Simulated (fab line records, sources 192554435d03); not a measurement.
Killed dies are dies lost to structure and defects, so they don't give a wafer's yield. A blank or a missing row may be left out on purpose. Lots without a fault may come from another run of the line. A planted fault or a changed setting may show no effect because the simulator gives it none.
Problem report in the 8D (eight disciplines) form, filled by code | flow n5_finfet | the parts of the form that need people (team, actions taken, sign-off) are left out

1. THE PROBLEM
rf_fwd_power_W at N5_GATE_CUT_CUT_ETCH_54 reads a mean of 1219 W on 6 wafers of 2 lots; wafers without a fault read 982 W with a standard deviation of 5.9. That is +40 standard deviations from the usual mean.
The step: etches TiN in Cl2/BCl3, target depth 96.7 nm.
First seen on wafer L683.1, day 7 18:42, on rie_metal-02. The record holds 27 wafers of 9 lots with a number at this step. Rule for "out", or "out of limits": more than 4 standard deviations from the usual mean. The other wafers with a number count as sound.

2. WHAT IT IS AND WHAT IT IS NOT
question                    | is                                | is not
which readings at this step | rf_fwd_power_W, etch_rf_on_time_s | drypump_motor_current_A, oes_product_au, throttle_valve_pct
which lots                  | L683, L684                        | L671, L674, L677, L685, L687, L689, L691
which wafers of those lots  | all that have a number            | -
read on which tools         | rie_metal-02                      | rie_metal-01, rie_metal-03
when                        | from day 7 18:42                  | up to then (9 sound wafers); but 12 sound wafers of L685, L687, L689, L691 came after

3. SUSPECTS, AND WHAT RULES EACH OUT
Counting: a tool at a process step up to the reading stays a suspect if it ran every lot that is out and no sound lot after the first of them.
- rie_diel-03 at N5_GATE_CUT_STRIP_42 (strips in O2): ruled out as a lasting fault. Sound lots L685, L687 ran on it after its first lot that is out, L683 (day 7 18:29).
- rie_diel-03 at N5_GATE_CUT_ETCH_19 (etches SiNx in CH3F/O2, target depth 53.7 nm, time 76.7 s): ruled out as a lasting fault. Sound lots L685, L687 ran on it after its first lot that is out, L683 (day 7 18:32).
- rie_metal-02 at N5_GATE_CUT_CUT_ETCH_54 (etches TiN in Cl2/BCl3, target depth 96.7 nm): kept. It ran every lot that is out, first L683 (day 7 18:42), and no sound lot after that; its last sound lot up to then is L677 (day 6 08:58). Its own readings are out on those wafers: etch_rf_on_time_s, rf_fwd_power_W.
Left after counting: rie_metal-02 at N5_GATE_CUT_CUT_ETCH_54.

4. THE CAUSE (what the simulator had put in)
Process parameter drift: rie_metal-02, from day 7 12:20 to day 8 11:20, at N5_GATE_CUT_CUT_ETCH_54. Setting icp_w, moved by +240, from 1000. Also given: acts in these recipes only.
Counting left only this tool.

5. THE CHAIN OF EFFECTS, in route order
Each row: a reading whose mean over the struck wafers that have a number lies more than 3 standard deviations from the usual. Only readings for which the record gives a usual standard deviation are gone through. hours: the time from each lot's start at the first step in this table that gives one to its start at this step, as a median over the lots. sigmas: the change in usual standard deviations.
hours | step                    | reading           | usual  | on struck wafers | change | sigmas
0     | N5_GATE_CUT_CUT_ETCH_54 | etch_rf_on_time_s | 37.5 s | 31.6             | -5.9   | -6.0
0     | N5_GATE_CUT_CUT_ETCH_54 | rf_fwd_power_W    | 982 W  | 1219             | +237   | +40
The process steps in it:
- N5_GATE_CUT_CUT_ETCH_54: etches TiN in Cl2/BCl3, target depth 96.7 nm.
Later measuring or inspecting steps at which every struck wafer that the step has a row for has a number for every such reading, and none has moved that far: N5_BEOL_M4_RC_MEAS_101.

6. WHAT WOULD HAVE CAUGHT IT SOONER
In this record the first reading out of limits was taken at day 7 18:42, 6 hours after the fault began at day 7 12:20.
